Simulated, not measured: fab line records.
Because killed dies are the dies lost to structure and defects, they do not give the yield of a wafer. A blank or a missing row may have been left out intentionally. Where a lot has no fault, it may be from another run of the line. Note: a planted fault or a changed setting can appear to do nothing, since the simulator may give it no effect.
One fault seen from 2 desks    flow n5_finfet    each desk holds nothing but its own numbers, with what lay behind them at the end
Where a reading is given only as a bound, like >300, the bound stands for it, and a mean or a difference that rests on one is marked > or <: the true number lies beyond.

== DESK OF THE TOOL OWNER: pecvd-02 ==
The tool's own readings at N5_PASSIVATION_PECVD_35 (deposits SiNx from SiH4/NH3/N2, target thk 700 nm, time 151.3 s): means of the sampled wafers that have a number, for each lot that ran on this tool. If a lot's mean is further than 4 standard deviations from the usual mean, the lot is out of limits and carries the mark OUT (the distance appears in the brackets).
Columns: A = heater_power_w at N5_PASSIVATION_PECVD_35, usual 343 W; B = showerhead_plenum_p_Torr at N5_PASSIVATION_PECVD_35, usual 8.66 Torr; C = throttle_valve_pct at N5_PASSIVATION_PECVD_35, usual 29.3 %
lot   first seen here  A    B     C
L986  day 14 23:07     399  8.72  28.6
L989  day 15 03:32     447  8.70  28.9
L992  day 16 03:50     324  8.68  28.8
L998  day 17 22:16     280  8.65  29.3
L101  day 18 01:33     380  8.67  29.4
This desk's verdict: no lot among the 5 shows anything out of limits.

== THE DEFECT DESK ==
Per lot, the means of the sampled wafers with a number show what the inspections along the route counted. If a lot's mean is further than 4 standard deviations from the usual mean, the lot is out of limits and carries the mark OUT (the distance appears in the brackets).
Columns: A = raw_defect_count at N5_MIM_TOP_LITHO_INSPECT_12, usual 2.0; B = raw_defect_count at N5_PASSIVATION_INSPECT_67, usual 1.8
lot   first seen here  A    B
L983  day 14 02:45     1.7  1.3
L986  day 14 15:07     2.3  3.3
L989  day 14 19:28     2.7  1.7
L985  day 14 21:48     0.3  1.3
L992  day 15 21:44     0.3  1.0
L994  day 16 05:07     2.7  1.3
L996  day 17 04:11     1.0  2.0
L998  day 17 16:42     1.3  >300 (+99 or more) OUT
L100  day 17 18:58     2.3  2.3
L101  day 17 20:01     2.0  >300 (+99 or more) OUT
L102  day 18 05:27     2.7  2.0
This desk finds L101, L998 out of limits, L998 being first, at day 17 22:45 (raw_defect_count at N5_PASSIVATION_INSPECT_67). Within limits: L983, L986, L989, L985, L992, L994, L996, L100, L102.

== BROUGHT TOGETHER ==
The defect desk could have raised an alarm at day 17 22:45, on L101, L998.
Nothing out of limits was seen by the tool owner's desk.
The tool owner's desk has L101, L998 on record, within its limits.
On pecvd-02, each named lot ran N5_PASSIVATION_PECVD_35.

== WHAT THE SIMULATOR HAD PUT IN ==
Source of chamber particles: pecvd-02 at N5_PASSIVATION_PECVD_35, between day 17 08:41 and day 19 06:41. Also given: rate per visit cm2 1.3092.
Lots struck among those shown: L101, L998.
Hours from the fault's start to each desk's first reading out of limits: the defect desk, 14.
